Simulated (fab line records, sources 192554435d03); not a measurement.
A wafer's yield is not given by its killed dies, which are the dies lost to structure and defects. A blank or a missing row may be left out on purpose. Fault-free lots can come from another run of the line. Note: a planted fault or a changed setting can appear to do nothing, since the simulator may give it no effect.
2 desks, one fault || flow n5 finfet || numbers are kept per desk, each desk with only its own; the story behind them comes last

## AT THE TOOL OWNER'S DESK: litho track-02
The tool's own readings at N5_BEOL_M3_COAT_68 (time 60 s, resist thk 12 nm): means of the sampled wafers that have a number, for each lot that ran on this tool. A lot is out of limits, marked OUT, if its mean lies more than 4 standard deviations from the usual mean; the brackets give that distance.
Columns: A = spin speed rpm at N5_BEOL_M3_COAT_68, usual 1500.1 rpm
{"lot": "L991", "first seen here": "day 7 08:25", "A": 1499.7}
{"lot": "L111", "first seen here": "day 12 21:32", "A": "1769.7 (+99 or more) OUT"}
{"lot": "L112", "first seen here": "day 12 23:01", "A": "1770.2 (+99 or more) OUT"}
Finding of this desk: L111, L112 out of limits; the first was L111 at day 12 21:32, on spin speed rpm at N5_BEOL_M3_COAT_68. L991: within limits.

## FROM THE METROLOGY DESK
What the gauges read for every lot (on any tool): the sampled wafers with a number, averaged. A lot is out of limits, marked OUT, if its mean lies more than 4 standard deviations from the usual mean; the brackets give that distance. Shown here are 7 of its 10 readings, the ones lying furthest out on some lot.
Columns: A = DIBL_P at N5_BEOL_M4_RC_MEAS_101, usual 35.3 mV/V; B = IOFF_N at N5_BEOL_M4_RC_MEAS_101, usual 0.16 nA/um; C = IOFF_P at N5_BEOL_M4_RC_MEAS_101, usual 0.21 nA/um; D = SS_N at N5_BEOL_M4_RC_MEAS_101, usual 71.4 mV/dec; E = SS_P at N5_BEOL_M4_RC_MEAS_101, usual 73.0 mV/dec; F = VT_N at N5_BEOL_M4_RC_MEAS_101, usual 250 mV; G = VT_P at N5_BEOL_M4_RC_MEAS_101, usual -249.8 mV
{"lot": "L991", "first seen here": "day 8 08:02", "A": 34.9, "B": 0.14, "C": 0.19, "D": 70.4, "E": 72.3, "F": 250, "G": -248.9}
{"lot": "L112", "first seen here": "day 13 21:35", "A": 35.2, "B": 0.17, "C": 0.20, "D": 71.7, "E": 72.5, "F": 250, "G": -251.7}
{"lot": "L111", "first seen here": "day 13 22:01", "A": 31.6, "B": 0.12, "C": 0.17, "D": 70.6, "E": 71.7, "F": 254, "G": -250.2}
{"lot": "L113", "first seen here": "day 14 02:22", "A": 33.8, "B": 0.16, "C": 0.20, "D": 71.3, "E": 73.0, "F": 249, "G": -248.8}
This desk's verdict: no lot among the 4 shows anything out of limits.

## ALL TOGETHER
On L111, L112, at day 12 21:32, an alarm was possible from the tool owner's desk.
At the metrology desk, nothing out of limits was observed.
The metrology desk holds a record of L111, L112, inside its limits.
N5_BEOL_M3_COAT_68 was run on litho track-02 by each of the lots named.

## WHAT WAS PUT IN BY THE SIMULATOR
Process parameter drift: litho track-02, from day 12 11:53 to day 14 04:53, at N5_BEOL_M3_COAT_68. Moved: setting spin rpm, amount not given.
Struck lots among those shown: L111, L112.
Each desk's first reading out of limits, in hours after the fault started: the tool owner's desk, 10.
